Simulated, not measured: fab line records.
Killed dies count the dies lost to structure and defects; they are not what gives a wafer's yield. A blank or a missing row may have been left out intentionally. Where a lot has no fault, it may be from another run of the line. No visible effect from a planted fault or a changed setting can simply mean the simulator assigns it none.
Split-lot study / flow n5 finfet / on a route of 1938 steps: 7 lots, 39 wafers read

THE SPLIT
At N5_WELL_APT_IMPLANT_15, the setting energy kev was moved away from the recipe's 25 on 18 of the 39 wafers read, by -8.1% to +13.8%. All remaining wafers had this setting at the recipe value.

The reading is taken at the split's own step.

THE READING
implant.drp nm (the simulator's own value, which no gauge read), in nm, at N5_WELL_APT_IMPLANT_15. The file gives no usual value for it.

wafer=L077.1; tool, chamber at the split=implanter-01, 0; energy kev as run=25; against the recipe=recipe; implant.drp nm, nm=8.457; against lot-mates on the recipe=-
wafer=L077.2; tool, chamber at the split=implanter-01, 0; energy kev as run=25; against the recipe=recipe; implant.drp nm, nm=8.457; against lot-mates on the recipe=-
wafer=L077.6; tool, chamber at the split=implanter-01, 0; energy kev as run=25; against the recipe=recipe; implant.drp nm, nm=8.457; against lot-mates on the recipe=-
wafer=L078.1; tool, chamber at the split=implanter-02, 0; energy kev as run=27.01; against the recipe=+8.0%; implant.drp nm, nm=8.937; against lot-mates on the recipe=+0.480
wafer=L078.3; tool, chamber at the split=implanter-02, 0; energy kev as run=27.01; against the recipe=+8.0%; implant.drp nm, nm=8.937; against lot-mates on the recipe=+0.480
wafer=L078.4; tool, chamber at the split=implanter-02, 0; energy kev as run=27.01; against the recipe=+8.0%; implant.drp nm, nm=8.937; against lot-mates on the recipe=+0.480
wafer=L078.2; tool, chamber at the split=implanter-02, 0; energy kev as run=25; against the recipe=recipe; implant.drp nm, nm=8.457; against lot-mates on the recipe=-
wafer=L078.5; tool, chamber at the split=implanter-02, 0; energy kev as run=25; against the recipe=recipe; implant.drp nm, nm=8.457; against lot-mates on the recipe=-
wafer=L078.6; tool, chamber at the split=implanter-02, 0; energy kev as run=25; against the recipe=recipe; implant.drp nm, nm=8.457; against lot-mates on the recipe=-
wafer=L084.1; tool, chamber at the split=implanter-01, 0; energy kev as run=25; against the recipe=recipe; implant.drp nm, nm=8.457; against lot-mates on the recipe=-
wafer=L084.4; tool, chamber at the split=implanter-01, 0; energy kev as run=25; against the recipe=recipe; implant.drp nm, nm=8.457; against lot-mates on the recipe=-
wafer=L084.6; tool, chamber at the split=implanter-01, 0; energy kev as run=25; against the recipe=recipe; implant.drp nm, nm=8.457; against lot-mates on the recipe=-
wafer=L084.2; tool, chamber at the split=implanter-01, 0; energy kev as run=27.95; against the recipe=+11.8%; implant.drp nm, nm=9.159; against lot-mates on the recipe=+0.702
wafer=L084.3; tool, chamber at the split=implanter-01, 0; energy kev as run=27.95; against the recipe=+11.8%; implant.drp nm, nm=9.159; against lot-mates on the recipe=+0.702
wafer=L084.5; tool, chamber at the split=implanter-01, 0; energy kev as run=27.95; against the recipe=+11.8%; implant.drp nm, nm=9.159; against lot-mates on the recipe=+0.702
wafer=L085.1; tool, chamber at the split=implanter-02, 0; energy kev as run=25; against the recipe=recipe; implant.drp nm, nm=8.457; against lot-mates on the recipe=-
wafer=L085.4; tool, chamber at the split=implanter-02, 0; energy kev as run=25; against the recipe=recipe; implant.drp nm, nm=8.457; against lot-mates on the recipe=-
wafer=L085.6; tool, chamber at the split=implanter-02, 0; energy kev as run=25; against the recipe=recipe; implant.drp nm, nm=8.457; against lot-mates on the recipe=-
wafer=L085.2; tool, chamber at the split=implanter-02, 0; energy kev as run=22.97; against the recipe=-8.1%; implant.drp nm, nm=7.967; against lot-mates on the recipe=-0.490
wafer=L085.3; tool, chamber at the split=implanter-02, 0; energy kev as run=22.97; against the recipe=-8.1%; implant.drp nm, nm=7.967; against lot-mates on the recipe=-0.490
wafer=L085.5; tool, chamber at the split=implanter-02, 0; energy kev as run=22.97; against the recipe=-8.1%; implant.drp nm, nm=7.967; against lot-mates on the recipe=-0.490
wafer=L087.1; tool, chamber at the split=implanter-01, 0; energy kev as run=25; against the recipe=recipe; implant.drp nm, nm=8.457; against lot-mates on the recipe=-
wafer=L087.2; tool, chamber at the split=implanter-01, 0; energy kev as run=25; against the recipe=recipe; implant.drp nm, nm=8.457; against lot-mates on the recipe=-
wafer=L087.4; tool, chamber at the split=implanter-01, 0; energy kev as run=25; against the recipe=recipe; implant.drp nm, nm=8.457; against lot-mates on the recipe=-
wafer=L087.3; tool, chamber at the split=implanter-01, 0; energy kev as run=26.58; against the recipe=+6.3%; implant.drp nm, nm=8.834; against lot-mates on the recipe=+0.377
wafer=L087.5; tool, chamber at the split=implanter-01, 0; energy kev as run=26.58; against the recipe=+6.3%; implant.drp nm, nm=8.834; against lot-mates on the recipe=+0.377
wafer=L087.6; tool, chamber at the split=implanter-01, 0; energy kev as run=26.58; against the recipe=+6.3%; implant.drp nm, nm=8.834; against lot-mates on the recipe=+0.377
wafer=L090.1; tool, chamber at the split=implanter-02, 0; energy kev as run=25; against the recipe=recipe; implant.drp nm, nm=8.457; against lot-mates on the recipe=-
wafer=L090.5; tool, chamber at the split=implanter-02, 0; energy kev as run=25; against the recipe=recipe; implant.drp nm, nm=8.457; against lot-mates on the recipe=-
wafer=L090.6; tool, chamber at the split=implanter-02, 0; energy kev as run=25; against the recipe=recipe; implant.drp nm, nm=8.457; against lot-mates on the recipe=-
wafer=L090.2; tool, chamber at the split=implanter-02, 0; energy kev as run=27.43; against the recipe=+9.7%; implant.drp nm, nm=9.036; against lot-mates on the recipe=+0.579
wafer=L090.3; tool, chamber at the split=implanter-02, 0; energy kev as run=27.43; against the recipe=+9.7%; implant.drp nm, nm=9.036; against lot-mates on the recipe=+0.579
wafer=L090.4; tool, chamber at the split=implanter-02, 0; energy kev as run=27.43; against the recipe=+9.7%; implant.drp nm, nm=9.036; against lot-mates on the recipe=+0.579
wafer=L096.1; tool, chamber at the split=implanter-01, 0; energy kev as run=28.44; against the recipe=+13.8%; implant.drp nm, nm=9.274; against lot-mates on the recipe=+0.817
wafer=L096.5; tool, chamber at the split=implanter-01, 0; energy kev as run=28.44; against the recipe=+13.8%; implant.drp nm, nm=9.274; against lot-mates on the recipe=+0.817
wafer=L096.6; tool, chamber at the split=implanter-01, 0; energy kev as run=28.44; against the recipe=+13.8%; implant.drp nm, nm=9.274; against lot-mates on the recipe=+0.817
wafer=L096.2; tool, chamber at the split=implanter-01, 0; energy kev as run=25; against the recipe=recipe; implant.drp nm, nm=8.457; against lot-mates on the recipe=-
wafer=L096.3; tool, chamber at the split=implanter-01, 0; energy kev as run=25; against the recipe=recipe; implant.drp nm, nm=8.457; against lot-mates on the recipe=-
wafer=L096.4; tool, chamber at the split=implanter-01, 0; energy kev as run=25; against the recipe=recipe; implant.drp nm, nm=8.457; against lot-mates on the recipe=-

THE FIT
A straight line over all 39 wafers: implant.drp nm changes by +0.0597 nm for each +1% of energy kev; r = +1.00; the points scatter about the line by 0.0018 nm.
The same after taking each lot's own level away (the mean of its wafers on the recipe; 39 wafers): +0.0597 nm for each +1%; r = +1.00; scatter 0.0018 nm.
According to that fit, moving energy kev by its largest amount changes the reading by 0.82 nm.
The lots' own levels span 8.4570 to 8.4570 nm.
The two slopes are in agreement: the lot-to-lot level therefore moves the slope only a little.
Check: +0.82 nm against its lot-mates is what the line predicts for one of the wafers moved furthest among these (+13.8%) when that wafer is left out of the fit. It came out at +0.817 nm against them.

THE WHOLE CHAIN: every reading that the file lists as answering this split, in the file's order
step=N5_WELL_APT_IMPLANT_15; what it does=; reading=implant.rp nm (the simulator's own value, which no gauge read); change (the file's fit)=+0.139 nm for each +1% of the setting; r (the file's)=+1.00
step=N5_WELL_APT_IMPLANT_15; what it does=; reading=implant.drp nm (the simulator's own value, which no gauge read); change (the file's fit)=+0.0596 nm for each +1% of the setting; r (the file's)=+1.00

FILE'S OWN FIT
implant.drp nm changes by +0.0596 nm for each +1% of energy kev, r = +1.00.
